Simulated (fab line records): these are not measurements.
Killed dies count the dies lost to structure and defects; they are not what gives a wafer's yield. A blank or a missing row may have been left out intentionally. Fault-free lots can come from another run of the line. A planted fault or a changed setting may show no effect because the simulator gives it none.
The tool behind it: which one?	flow nand harc	24 lots with 72 wafers sampled at 6 steps, on a route of 1302 steps

## WHAT EACH GAUGE READ, for each wafer
NHARC_A_CONTACT_OVL_MEAS_70.
lot	measured	on	overlay x nm (nm)	overlay y nm (nm)
L075	day 22 14:46	overlay-01	-1.6 -1.6 -1.9	0.2 0.2 0.8
L076	day 22 12:28	overlay-02	-0.2 -1.0 -0.7	-0.7 0.1 0.2
L077	day 22 17:58	overlay-02	-0.3 -0.4 -0.8	0.6 1.6 0.9
L074	day 23 01:37	overlay-01	-1.5 -1.2 -1.0	-0.2 -0.5 -0.2
L078	day 23 11:59	overlay-02	-0.4 -0.1 -0.1	0.2 -0.1 -0.3
L079	day 23 17:26	overlay-02	-0.7 -0.8 -0.4	-0.1 0.5 0.1
L080	day 23 17:55	overlay-01	-1.7 -1.5 -1.0	0.2 0.2 -0.1
L081	day 24 12:57	overlay-02	0.4 0.1 -0.1	0.3 -0.9 -0.3
L082	day 24 22:09	overlay-02	0.0 0.2 -0.7	-0.4 -1.0 -0.7
L083	day 25 10:56	overlay-01	0.5 0.0 0.4	0.0 -0.4 0.2
L086	day 25 23:49	overlay-01	-0.5 -0.8 -1.3	-0.3 -0.6 -0.6
L085	day 26 07:29	overlay-01	1.3 1.4 1.0	1.0 0.7 1.1
L084	day 25 22:56	overlay-01	0.3 0.5 0.2	0.0 -0.5 -0.5
L087	day 26 20:28	overlay-01	-1.5 -1.3 -0.8	-1.8 -2.0 -1.9
L089	day 27 18:14	overlay-02	0.3 0.2 0.1	-0.1 0.2 -0.2
L088	day 27 19:19	overlay-02	0.9 0.7 1.2	-1.4 -1.3 -0.7
L090	day 28 12:19	overlay-02	-1.4 -1.2 -1.0	-1.0 -1.6 -1.3
L091	day 28 11:19	overlay-02	0.7 0.1 -0.2	0.2 0.0 -0.3
L093	day 29 12:44	overlay-01	-0.2 -0.4 -0.6	-1.2 -0.9 -0.7
L092	day 29 05:11	overlay-01	0.9 0.3 0.9	0.0 0.2 -0.1
L095	day 30 11:39	overlay-02	-0.7 -0.8 -0.6	0.4 -0.5 0.9
L094	day 30 09:14	overlay-02	0.1 -0.6 -0.4	-0.5 -0.9 -0.7
L096	day 30 16:20	overlay-02	1.6 0.9 1.2	0.2 0.5 0.7
L097	day 31 09:50	overlay-01	-0.5 0.1 -0.1	0.9 0.8 1.7

## WHICH TOOL RAN EACH LOT (tool, then ch and the chambers of the sampled wafers, then the start)
lot	NHARC_A_SGD_CUT_STRIP_17	NHARC_A_SLIT_DEP_25	NHARC_A_WL_FILL_ALD_19	NHARC_A_WL_FILL_CMP_12	NHARC_A_CONTACT_ETCH_51
L075	rie diel-03 ch 0,2,3, day 20 05:45 or earlier	pecvd-02 ch 0,1,2, day 20 05:45	ald metal-01 ch 2,3, day 21 19:16	cmp-02 ch 0,1,2, day 21 19:41	rie diel-06 ch 1,2,3, day 22 14:46 or earlier
L076	rie diel-09 ch 0,1,3, day 20 05:35 or earlier	pecvd-01 ch 0,1, day 20 05:35	ald metal-02 ch 0,1,3, day 21 19:15	cmp-03 ch 0,2,3, day 21 19:38	rie diel-11 ch 0,2,3, day 22 12:28 or earlier
L077	rie diel-13 ch 0,2, day 20 05:47 or earlier	pecvd-01 ch 0,1,2, day 20 05:47	ald metal-02 ch 1,2, day 21 23:57	cmp-03 ch 0,3, day 22 00:23	rie diel-11 ch 0,1, day 22 17:58 or earlier
L074	rie diel-09 ch 0,1,3, day 20 12:55 or earlier	pecvd-02 ch 0,1, day 20 12:55	ald metal-03 ch 0,3, day 22 04:59	cmp-02 ch 0,1,2, day 22 05:23	rie diel-06 ch 0,2,3, day 23 01:37 or earlier
L078	rie diel-13 ch 0,1, day 20 22:41 or earlier	pecvd-01 ch 0,1, day 20 22:41	ald metal-03 ch 0,2,3, day 22 12:46	cmp-02 ch 1,2,3, day 22 13:08	rie diel-08 ch 0,2,3, day 23 11:59 or earlier
L079	rie diel-03 ch 0,3, day 21 11:35 or earlier	pecvd-01 ch 0,1,2, day 21 11:35	ald metal-02 ch 1,2,3, day 22 22:49	cmp-03 ch 1,3, day 22 23:14	rie diel-11 ch 1,2,3, day 23 17:26 or earlier
L080	rie diel-13 ch 0,2,3, day 21 12:02 or earlier	pecvd-02 ch 0,2, day 21 12:02	ald metal-03 ch 0,1, day 22 22:51	cmp-04 ch 1,2, day 22 23:14	rie diel-11 ch 0,3, day 23 17:55 or earlier
L081	rie diel-03 ch 1,2,3, day 22 06:03 or earlier	pecvd-02 ch 0,2, day 22 06:03	ald metal-02 ch 0,1,2, day 23 17:24	cmp-02 ch 0,1,3, day 23 17:46	rie diel-11 ch 1,2, day 24 12:57 or earlier
L082	rie diel-09 ch 0,2,3, day 22 16:38 or earlier	pecvd-02 ch 1,2, day 22 16:38	ald metal-01 ch 0,2,3, day 24 04:42	cmp-04 ch 0,1,3, day 24 05:08	rie diel-08 ch 1,2,3, day 24 22:09 or earlier
L083	rie diel-03 ch 0,1,3, day 23 06:08 or earlier	pecvd-01 ch 1,2, day 23 06:08	ald metal-01 ch 0,1,3, day 24 17:42	cmp-03 ch 0,2,3, day 24 18:04	rie diel-06 ch 0,1, day 25 10:56 or earlier
L086	rie diel-09 ch 0,1, day 23 17:18 or earlier	pecvd-04 ch 0,1,2, day 23 17:18	ald metal-03 ch 2,3, day 25 05:47	cmp-03 ch 0,3, day 25 06:10	rie diel-11 ch 0,1,2, day 25 23:49 or earlier
L085	rie diel-03 ch 0,2,3, day 23 17:18 or earlier	pecvd-02 ch 0,1,2, day 23 17:18	ald metal-01 ch 2,3, day 25 11:05	cmp-04 ch 1,2,3, day 25 11:29	rie diel-06 ch 1,2,3, day 26 07:29 or earlier
L084	rie diel-13 ch 0,1,3, day 23 17:04 or earlier	pecvd-02 ch 0,1,2, day 23 17:04	ald metal-02 ch 0,1,3, day 25 05:46	cmp-04 ch 0,2,3, day 25 06:09	rie diel-06 ch 0,1,3, day 25 22:56 or earlier
L087	rie diel-13 ch 0,1,2, day 24 09:12 or earlier	pecvd-01 ch 0,2, day 24 09:12	ald metal-03 ch 0,2,3, day 26 01:43	cmp-03 ch 0,2, day 26 02:05	rie diel-11 ch 2,3, day 26 20:28 or earlier
L089	rie diel-03 ch 0,2,3, day 25 07:52 or earlier	pecvd-04 ch 0,1, day 25 07:52	ald metal-02 ch 0,2,3, day 26 23:26	cmp-03 ch 1,2,3, day 26 23:49	rie diel-11 ch 0,1,3, day 27 18:14 or earlier
L088	rie diel-13 ch 0,2,3, day 25 07:46 or earlier	pecvd-01 ch 1,2, day 25 07:46	ald metal-03 ch 0,1, day 27 02:26	cmp-03 ch 0,3, day 27 02:47	rie diel-08 ch 0,3, day 27 19:19 or earlier
L090	rie diel-09 ch 0,2,3, day 25 23:02 or earlier	pecvd-01 ch 0,1, day 25 23:02	ald metal-02 ch 0,2,3, day 27 15:38	cmp-02 ch 0,1,2, day 27 16:11	rie diel-11 ch 0,1,3, day 28 12:19 or earlier
L091	rie diel-13 ch 0,1,3, day 25 22:50 or earlier	pecvd-01 ch 1,2, day 25 22:50	ald metal-01 ch 1,2,3, day 27 15:37	cmp-04 ch 1,2,3, day 27 16:00	rie diel-11 ch 0,1,3, day 28 11:19 or earlier
L093	rie diel-13 ch 1,2,3, day 26 22:53 or earlier	pecvd-01 ch 0,1,2, day 26 22:53	ald metal-01 ch 0,1,2, day 28 13:19	cmp-02 ch 2,3, day 28 13:38	rie diel-11 ch 2,3, day 29 12:44 or earlier
L092	rie diel-03 ch 0,2,3, day 26 22:49 or earlier	pecvd-02 ch 0,1, day 26 22:49	ald metal-01 ch 0,1, day 28 09:25	cmp-04 ch 0,1,3, day 28 09:49	rie diel-11 ch 0,1, day 29 05:11 or earlier
L095	rie diel-13 ch 0,2,3, day 28 02:05 or earlier	pecvd-02 ch 1,2, day 28 02:05	ald metal-03 ch 1,2,3, day 29 16:28	cmp-02 ch 0,1,2, day 29 16:49	rie diel-11 ch 0,1,2, day 30 11:39 or earlier
L094	rie diel-09 ch 0,3, day 28 02:27 or earlier	pecvd-01 ch 0,1, day 28 02:27	ald metal-02 ch 1,2,3, day 29 16:26	cmp-04 ch 0,1,2, day 29 16:49	rie diel-08 ch 0,1,2, day 30 09:14 or earlier
L096	rie diel-03 ch 0,1,2, day 28 02:23 or earlier	pecvd-04 ch 0,1, day 28 02:23	ald metal-02 ch 1,2,3, day 29 19:37	cmp-04 ch 0,3, day 29 19:57	rie diel-11 ch 0,1,3, day 30 16:20 or earlier
L097	rie diel-09 ch 1,2, day 29 00:37 or earlier	pecvd-04 ch 1,2, day 29 00:37	ald metal-03 ch 0,2, day 30 16:20	cmp-03 ch 0,2,3, day 30 16:44	rie diel-06 ch 1,3, day 31 09:50 or earlier
- NHARC_A_SGD_CUT_STRIP_17: strips in O2.
- NHARC_A_SLIT_DEP_25: deposits SiO2, target thk 200 nm.
- NHARC_A_WL_FILL_ALD_19: deposits TiN, target thk 2 nm, pulse time 3 s, ald cycles 100.
- NHARC_A_WL_FILL_CMP_12: polishes, t overpolish 30 s, target thk 100 nm.
- NHARC_A_CONTACT_ETCH_51: etches the open film in O2/COS, target depth 7000 nm, time 1820 s.

## WHAT THE TOOLS THEMSELVES READ (means of the sampled wafers that have a number; where no wafer has one, the mark that the record gives instead)
NHARC_A_SGD_CUT_STRIP_17.
lot	tool	chamber pressure mTorr (mTorr)	drypump motor current A (A)	oes product au (a.u.)	rf vpp V (V)	showerhead plenum p Torr (Torr)	throttle valve pct (%)
L075	rie diel-03	60.02	5.6	1.004	57.8	3.52	17.034
L076	rie diel-09	60.04	5.7	0.992	58.1	3.39	17.037
L077	rie diel-13	60.02	5.4	0.997	57.9	3.36	17.042
L074	rie diel-09	60.02	5.7	0.993	57.3	3.39	17.046
L078	rie diel-13	60.01	6.1	0.990	58.0	3.36	17.041
L079	rie diel-03	60.00	5.4	1.000	58.0	3.48	17.035
L080	rie diel-13	60.02	5.4	1.001	58.1	3.45	17.038
L081	rie diel-03	59.95	5.8	0.998	57.6	3.46	17.037
L082	rie diel-09	60.00	5.8	1.005	57.9	3.51	17.035
L083	rie diel-03	59.98	5.6	0.996	58.6	3.42	17.031
L086	rie diel-09	59.99	5.9	1.002	57.6	3.48	17.034
L085	rie diel-03	59.98	5.6	1.005	57.8	3.51	17.038
L084	rie diel-13	60.00	5.8	0.994	58.5	3.42	17.026
L087	rie diel-13	60.00	5.7	0.996	56.8	3.38	17.044
L089	rie diel-03	60.03	5.6	0.997	58.2	3.51	17.051
L088	rie diel-13	60.03	5.5	0.998	58.4	3.44	17.038
L090	rie diel-09	59.93	5.8	1.010	57.3	3.50	17.032
L091	rie diel-13	59.99	5.8	0.998	57.6	3.41	17.033
L093	rie diel-13	59.97	5.7	1.000	58.3	3.46	17.040
L092	rie diel-03	59.98	5.6	1.003	58.0	3.51	17.027
L095	rie diel-13	60.03	5.5	0.992	58.0	3.44	17.042
L094	rie diel-09	60.04	6.0	0.998	57.2	3.45	17.040
L096	rie diel-03	59.99	5.6	1.006	57.1	3.47	17.043
L097	rie diel-09	60.04	5.5	1.002	58.6	3.58	17.027

NHARC_A_SLIT_DEP_25.
lot	tool	heater power w (W)	throttle valve pct (%)
L075	pecvd-02	553	15.7
L076	pecvd-01	664	15.6
L077	pecvd-01	602	15.9
L074	pecvd-02	559	15.7
L078	pecvd-01	699	15.8
L079	pecvd-01	647	16.0
L080	pecvd-02	464	16.2
L081	pecvd-02	556	16.0
L082	pecvd-02	438	16.1
L083	pecvd-01	636	16.1
L086	pecvd-04	559	16.2
L085	pecvd-02	546	16.2
L084	pecvd-02	496	16.3
L087	pecvd-01	676	15.6
L089	pecvd-04	517	15.5
L088	pecvd-01	623	15.9
L090	pecvd-01	623	15.4
L091	pecvd-01	586	16.1
L093	pecvd-01	686	15.7
L092	pecvd-02	541	15.9
L095	pecvd-02	501	15.7
L094	pecvd-01	635	15.6
L096	pecvd-04	585	16.0
L097	pecvd-04	520	15.1

NHARC_A_WL_FILL_ALD_19.
lot	tool	heater power w (W)	precursor pulse height rel
L075	ald metal-01	1228	0.998
L076	ald metal-02	1060	0.995
L077	ald metal-02	1121	0.999
L074	ald metal-03	996	0.999
L078	ald metal-03	1061	0.983
L079	ald metal-02	1129	1.006
L080	ald metal-03	1017	1.003
L081	ald metal-02	1083	1.018
L082	ald metal-01	1253	1.027
L083	ald metal-01	1216	0.986
L086	ald metal-03	1081	0.993
L085	ald metal-01	1322	0.994
L084	ald metal-02	1074	0.989
L087	ald metal-03	1042	1.023
L089	ald metal-02	1162	0.992
L088	ald metal-03	989	0.990
L090	ald metal-02	1175	0.990
L091	ald metal-01	1204	0.975
L093	ald metal-01	1148	1.002
L092	ald metal-01	1121	0.982
L095	ald metal-03	1080	1.001
L094	ald metal-02	1079	1.011
L096	ald metal-02	1101	0.997
L097	ald metal-03	1005	0.989

NHARC_A_WL_FILL_CMP_12.
lot	tool	motor current A (A)	overpolish run s (s)	time to endpoint s (s)
L075	cmp-02	12.0	29.997	22.3
L076	cmp-03	11.8	30.002	19.8
L077	cmp-03	11.1	30.000	21.0
L074	cmp-02	11.9	29.998	21.7
L078	cmp-02	12.5	29.998	22.9
L079	cmp-03	10.3	30.003	20.9
L080	cmp-04	12.0	30.005	22.9
L081	cmp-02	13.0	29.996	23.1
L082	cmp-04	12.1	30.006	19.1
L083	cmp-03	11.8	29.992	20.0
L086	cmp-03	10.8	29.994	18.8
L085	cmp-04	12.6	29.996	20.9
L084	cmp-04	11.6	30.000	20.5
L087	cmp-03	12.6	29.997	21.6
L089	cmp-03	11.0	30.006	18.0
L088	cmp-03	11.2	29.997	19.3
L090	cmp-02	12.1	29.995	19.3
L091	cmp-04	11.9	30.011	19.6
L093	cmp-02	12.1	29.990	24.4
L092	cmp-04	11.7	30.004	20.5
L095	cmp-02	11.9	29.998	19.7
L094	cmp-04	12.1	29.995	18.5
L096	cmp-04	11.4	29.996	18.6
L097	cmp-03	12.2	30.010	23.7

NHARC_A_CONTACT_ETCH_51.
lot	tool	chamber pressure mTorr (mTorr)	drypump motor current A (A)	oes product au (a.u.)	rf vpp V (V)	showerhead plenum p Torr (Torr)	throttle valve pct (%)
L075	rie diel-06	19.988	6.1	0.994	313.4	3.06	28.329
L076	rie diel-11	20.002	5.9	1.007	312.7	2.99	28.326
L077	rie diel-11	19.993	5.9	1.001	312.7	3.03	28.330
L074	rie diel-06	20.024	6.0	0.995	314.1	3.13	28.337
L078	rie diel-08	20.006	5.4	1.002	312.8	3.04	28.339
L079	rie diel-11	19.996	5.9	1.003	312.8	3.04	28.323
L080	rie diel-11	20.015	6.0	0.996	312.2	2.96	28.328
L081	rie diel-11	20.007	5.8	1.002	313.0	3.05	28.350
L082	rie diel-08	20.000	5.6	1.000	312.1	3.05	28.335
L083	rie diel-06	20.008	5.6	1.008	313.7	3.13	28.335
L086	rie diel-11	19.992	5.8	0.996	313.6	3.00	28.332
L085	rie diel-06	19.991	6.1	1.005	313.3	3.05	28.333
L084	rie diel-06	19.995	5.7	0.999	314.0	3.13	28.337
L087	rie diel-11	20.021	5.9	1.011	312.9	3.00	28.332
L089	rie diel-11	19.997	6.0	1.004	312.2	3.01	28.329
L088	rie diel-08	20.012	5.4	1.007	310.7	2.97	28.340
L090	rie diel-11	19.993	6.0	1.002	312.6	3.00	28.330
L091	rie diel-11	20.008	6.0	1.011	312.0	3.00	28.331
L093	rie diel-11	20.017	5.9	1.009	312.3	3.00	28.329
L092	rie diel-11	19.987	5.9	1.007	311.5	2.96	28.332
L095	rie diel-11	19.985	5.8	1.007	311.9	2.99	28.336
L094	rie diel-08	19.991	5.4	1.004	313.4	3.09	28.329
L096	rie diel-11	20.005	6.0	0.992	312.5	3.00	28.335
L097	rie diel-06	20.013	5.9	1.001	313.1	3.04	28.342

## THE ANSWER, worked out from the rows above alone
Rule: the usual values come from the lots themselves. Put in order of their means at a reading, lots are off if they are a third of the lots or fewer, leave a main group of 4 or more, and stand apart from it by a gap of 3 or more times the standard deviation of the main group's means; of several such gaps the widest counts. A main group is skipped when, at the precision printed for the reading in the tables above, its means are all equal. Also off: a lot with no number at a reading for which 4 or more lots have one. The other lots that the step has rows for count as sound. The gauges are gone through in route order, then the tools' own readings, and for those a lot's mean is taken as printed above. The first step at which some lot is off is used, and at that step the reading that is off furthest; a lot without a number counts as furthest.
Nothing can be told from this: no lot is off at any reading shown.

## WHAT THE SIMULATOR HAD INSERTED
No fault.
